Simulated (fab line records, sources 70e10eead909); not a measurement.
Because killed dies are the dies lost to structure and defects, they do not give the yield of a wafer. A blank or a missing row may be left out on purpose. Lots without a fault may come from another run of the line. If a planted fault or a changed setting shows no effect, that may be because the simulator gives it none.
Problem report in the 8D (eight disciplines) form, filled by code :: flow nandHarc :: the parts of the form that need people (team, actions taken, sign-off) are left out

== 1. THE PROBLEM ==
Mean of exposureDoseMJCm2 at NHARC_A_CONTACT_EXPOSE_05: 82.42 across 6 wafers in 2 lots; on wafers with no fault it is 84.25 (standard deviation 0.1). That is -18 standard deviations from the usual mean.
The step: exposes mask A CC.
First observed at day 25 01:01: wafer L762.3, on arfiScanner-03. The record holds 18 wafers of 6 lots with a number at this step. The rule behind "out" and "out of limits": a value lying over 4 standard deviations away from the usual mean. All remaining wafers that have a number are taken as sound.

== 2. WHAT IT IS, AND WHAT IT ISN'T ==
question: which readings at this step
is: exposureDoseMJCm2
is not: -

question: which lots
is: L762, L765
is not: L755, L757, L766, L774

question: which wafers of those lots
is: all that have a number
is not: -

question: read on which tools
is: arfiScanner-03
is not: arfiScanner-01, arfiScanner-02

question: when
is: from day 25 01:01
is not: up to then (6 sound wafers); but 6 sound wafers of L766, L774 came after

== 3. THE SUSPECTS, EACH WITH WHAT RULES IT OUT ==
Counting: a tool at any process step up to the reading remains a suspect when it ran all the lots that are out and ran no sound lot after the first of those.
- aclDep-03 at NHARC_A_CONTACT_DEP_84 (deposits aC, target thk 2800 nm): ruled out as a lasting fault. Sound lots L774 ran on it after its first lot that is out, L762 (day 24 23:15).
- arfiScanner-03 at NHARC_A_CONTACT_EXPOSE_05 (exposes mask A CC): kept. It ran every lot that is out, first L762 (day 25 01:01), and no sound lot after that; its last sound lot up to then is L755 (day 22 18:25). On those wafers its own readings are out: exposureDoseMJCm2.
Remaining after the count: arfiScanner-03 at NHARC_A_CONTACT_EXPOSE_05.

== 4. THE CAUSE (what the simulator had put in) ==
Process parameter drift: arfiScanner-03, from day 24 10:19 on, at NHARC_A_CONTACT_EXPOSE_05. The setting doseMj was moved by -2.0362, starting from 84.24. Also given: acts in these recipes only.
After counting, this tool was the only one left.

== 5. THE CHAIN OF EFFECTS, in route order ==
One row per reading whose mean, taken over the struck wafers that have a number, lies over 3 standard deviations from the usual. Scope: only readings with a usual standard deviation given in the record; hours: median across lots of the time from each lot's start at the first step in this table that gives one to its start at this step; sigmas: change in usual standard deviations.
hours: 0
step: NHARC_A_CONTACT_EXPOSE_05
reading: exposureDoseMJCm2
usual: 84.25
on struck wafers: 82.42
change: -1.83
sigmas: -18
The process steps in it:
- NHARC_A_CONTACT_EXPOSE_05: exposes mask A CC.

== 6. WHAT WOULD HAVE CAUGHT IT SOONER ==
In this record the first reading out of limits was taken at day 25 01:01, 15 hours after the fault began at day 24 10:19.
